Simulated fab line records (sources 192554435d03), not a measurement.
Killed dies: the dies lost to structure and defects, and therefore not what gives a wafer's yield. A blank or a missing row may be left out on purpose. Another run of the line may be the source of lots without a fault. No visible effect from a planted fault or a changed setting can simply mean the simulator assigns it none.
Struck lot and sound lot, side by side :: flow n5_finfet :: 39 steps out of a route of 1938
Sound: the wafers L259.1, L259.3, L259.6. The struck wafers were L263.1, L263.3, L263.4. At the end, the cause is stated.
Each step with rows lists, per side, the tool, then ch with its chambers, then its first start. Under that, the readings that differ: sound wafers :: struck wafers :: difference of the means :: sigmas: that difference in standard deviations of wafers without a fault.
alike: readings whose means differ by less than 2 such deviations, and words and numbers that are the same on both sides. not compared: withheld readings, readings that some wafer has no value for, bounds like >300 that may hide the same value, and numbers for which the record gives no deviation and whose values overlap.
The two part at a step that has a row with sigmas, a row that says differs or no value, or rows on one side only. Non-overlapping numbers with no deviation appear without sigmas and do not part them. Lack of a reading on every wafer of one side parts them only where that side has two or more wafers.

first, 9 steps without rows for these wafers: N5_FIN_SAQP_PRECLEAN_42 (cleans in O3/DIW, time 60 s); N5_FIN_SAQP_PRECLEAN_00 (cleans in SC1, time 60 s); N5_FIN_SAQP_PRECLEAN_44 (cleans in SC2, time 45 s); N5_FIN_SAQP_SRD_01 (time 30 s); N5_FIN_SAQP_ALD_61 (deposits SiO2, target thk 4 nm, pulse time 1 s, purge time 2 s); N5_FIN_SAQP_DENSIFY_62 (time 60 s); N5_FIN_SAQP_HM_DEP_03 (deposits SiNx from SiH4/NH3/N2, target thk 38 nm, time 33.6 s); N5_FIN_SAQP_PECVD_47 (deposits a-Si from SiH4/He, target thk 45 nm, time 36.3 s); N5_FIN_SAQP_PECVD_48 (deposits SiNx from SiH4/NH3/N2, target thk 25 nm, time 22.1 s).
N5_FIN_SAQP_PECVD_06: deposits a-Si from SiH4/He, target thk 60 nm, time 48.1 s.
  sound on pecvd-04 ch 0,2, day 3 03:13; struck on pecvd-04 ch 0,1,2, day 4 03:03
  no value came back on the struck wafers for any of 5 readings (chamber_pressure_Torr (Torr), heater_power_outer_w (W) and others); on the sound wafers chamber_pressure_Torr (Torr) reads 3.002 2.997 2.998
N5_FIN_SAQP_THK_MEAS_07:
  sound: film_metro-02 at day 3 03:19; struck: film_metro-01 at day 4 03:08
reading: thk_nm (nm)
sound: 59.8 59.9 61.6
struck: 24.9 24.9 25.8
difference: -35.2
sigmas: -42
then, 15 steps without rows for these wafers: N5_FIN_SAQP_HM_DEP_72 (deposits SiO2 from SiH4/N2O, target thk 12 nm, time 7.2 s); N5_FIN_SAQP_COAT_49 (time 60 s, resist thk 100 nm); N5_FIN_SAQP_COAT_50 (time 60 s, resist thk 35 nm); N5_FIN_SAQP_COAT_10 (resist thk 90 nm); N5_FIN_SAQP_EBR_12; N5_FIN_SAQP_SOFTBAKE_11 (time 60 s); N5_FIN_SAQP_EXPOSE_13 (exposes mask FIN CORE, target cd 35.6 nm); N5_FIN_SAQP_PEB_14 (peb time 60 s); N5_FIN_SAQP_DEVELOP_15 (develop time 30 s); N5_FIN_SAQP_DESCUM_21 (chemistry O2, time 7.9 s); N5_FIN_SAQP_ETCH_51 (etches SiARC in CF4, target depth 45.5 nm, time 75.8 s); N5_FIN_SAQP_ETCH_52 (etches SOC in N2/H2, target depth 100 nm, overetch 20 nm, time 150 s); N5_FIN_SAQP_STRIP_53 (strips in N2/H2); N5_FIN_SAQP_HM_OPEN_73 (chemistry CHF3/O2, target SiO2, stops on a-Si, target depth 12 nm, time 16.8 s); N5_FIN_SAQP_STRIP_74 (strips in CHF3/O2).
N5_FIN_SAQP_MANDREL_ETCH_22: etches a-Si in HBr/Cl2, stops on SiNx, target depth 60 nm, bt time 10 s, time 30 s.
  sound on rie_si-05 ch 0,2,3, day 3 04:03; struck on rie_si-03 ch 1,2,3, day 4 04:00
reading: oes_product_au (a.u.)
sound: 0.759 0.764 0.780
struck: 0.310 0.301 0.304
difference: -0.463
sigmas: -33

reading: throttle_valve_pct (%)
sound: 35.13 35.31 34.98
struck: 36.21 36.29 36.12
difference: +1.07
sigmas: +5

reading: model.etch.depth_nm (nm)
sound: 59.78 59.94 61.56
struck: 0 0 0
difference: -60
sigmas: 
  alike: drypump_motor_current_A, he_backside_leak_sccm
  not compared: rf_hours_counter_h
then, 6 steps without rows for these wafers: N5_FIN_SAQP_STRIP_55 (strips in N2/H2); N5_FIN_SAQP_STRIP_23 (strips in SPM, time 750 s); N5_FIN_SAQP_SRD_66 (time 30 s); N5_FIN_SAQP_RECESS_75 (chemistry HF/NH3, target SiO2, target depth 14.4 nm, afs cycles 3, sublimation time 60 s); N5_FIN_SAQP_SPACER1_ALD_24 (deposits SiO2, target thk 20.3 nm, pulse time 1 s, purge time 2 s); N5_FIN_SAQP_SPACER1_ETCHBACK_25 (etches SiO2 in CHF3/O2, target depth 24.4 nm, time 12.2 s).
N5_FIN_SAQP_MANDREL1_REMOVE_56: chemistry HBr/Cl2/O2, target a-Si, stops on SiNx, bt time 10 s.
  sound on rie_si-01 ch 1,2,3, day 3 05:53; struck on rie_si-01 ch 1,2,3, day 4 05:37
reading: model.FIN_SAQP.cd_nm (nm)
sound: 20.2 20.2 20.2
struck: 35.8 36 35.8
difference: +15.7
sigmas: 
  alike: drypump_motor_current_A, he_backside_leak_sccm, oes_product_au, throttle_valve_pct
  not compared: rf_hours_counter_h
N5_FIN_SAQP_CD_MEAS_27 targets a cd of 20 nm.
  sound on cd_sem-01 ch 0, day 3 06:00; struck on cd_sem-03 ch 0, day 4 05:43
reading: cd_nm (nm)
sound: 20.28 20.41 20.02
struck: - - -
difference: no value on the struck wafers
sigmas: 
then, 1 step without rows for these wafers: N5_FIN_SAQP_ETCH_57 (etches SiNx in CH3F/O2, target depth 32.5 nm, time 46.4 s).
N5_FIN_SAQP_MANDREL2_REMOVE_60: chemistry HBr/Cl2/O2, target a-Si, stops on SiNx, bt time 10 s.
  sound on rie_si-01 ch 0,1,3, day 3 07:33; struck on rie_si-01 ch 0,1,2, day 4 07:13
reading: model.FIN_SAQP.cd_nm (nm)
sound: 8 8.2 8
struck: 35.6 35.8 35.6
difference: +27.6
sigmas: 
  alike: drypump_motor_current_A, he_backside_leak_sccm, oes_product_au, throttle_valve_pct
  not compared: rf_hours_counter_h
N5_BEOL_M4_RC_MEAS_101:
  the record has rows for the sound wafers here (prober-02 ch 0, day 9 02:18) and none for the struck ones
-- record jumps: 10 days separate the struck wafers' starts on either side; left off in module BEOL_M4, taken up again in module PASSIVATION, whose first shown step is the route's number 1936 --
N5_PASSIVATION_PROBE_49:
  sound: prober-01 at day 14 05:56; struck: prober-01 at day 14 12:30
reading: defect_limited_yield (%)
sound: 91.3 91.6 91.0
struck: 0 0 0
difference: -91
sigmas: -70

reading: killed_at_M0_to_M3
sound: 26 30 30
struck: 10 4 4
difference: -23
sigmas: -2

reading: killed_at_front_end
sound: 52 45 38
struck: 1164 1164 1173
difference: +1122
sigmas: +94

reading: killed_dies
sound: 103 99 106
struck: 1180 1180 1180
difference: +1077
sigmas: +72

reading: killed_on_rim
sound: 6 17 19
struck: 152 152 152
difference: +138
sigmas: +33

reading: killed_open
sound: 70 61 72
struck: 15 16 8
difference: -55
sigmas: -5

reading: killed_short
sound: 30 36 34
struck: 7 5 2
difference: -29
sigmas: -4

reading: sort_bin_5_function (%)
sound: 5.4 4.4 5.6
struck: 72.7 73.8 72.0
difference: +67.7
sigmas: +84

reading: sort_n_pass
sound: 1077 1081 1074
struck: 0 0 0
difference: -1077
sigmas: -72

reading: sort_yield_pct (%)
sound: 91.3 91.6 91.0
struck: 0 0 0
difference: -91
sigmas: -70
  alike: killed_at_M4_up, killed_at_contacts, killed_at_other, sort_bin_6_memory

WHERE THEY PART
Last at N5_PASSIVATION_PROBE_49 as far as this record goes, first at N5_FIN_SAQP_PECVD_06.

WHY: what had been put in by the simulator
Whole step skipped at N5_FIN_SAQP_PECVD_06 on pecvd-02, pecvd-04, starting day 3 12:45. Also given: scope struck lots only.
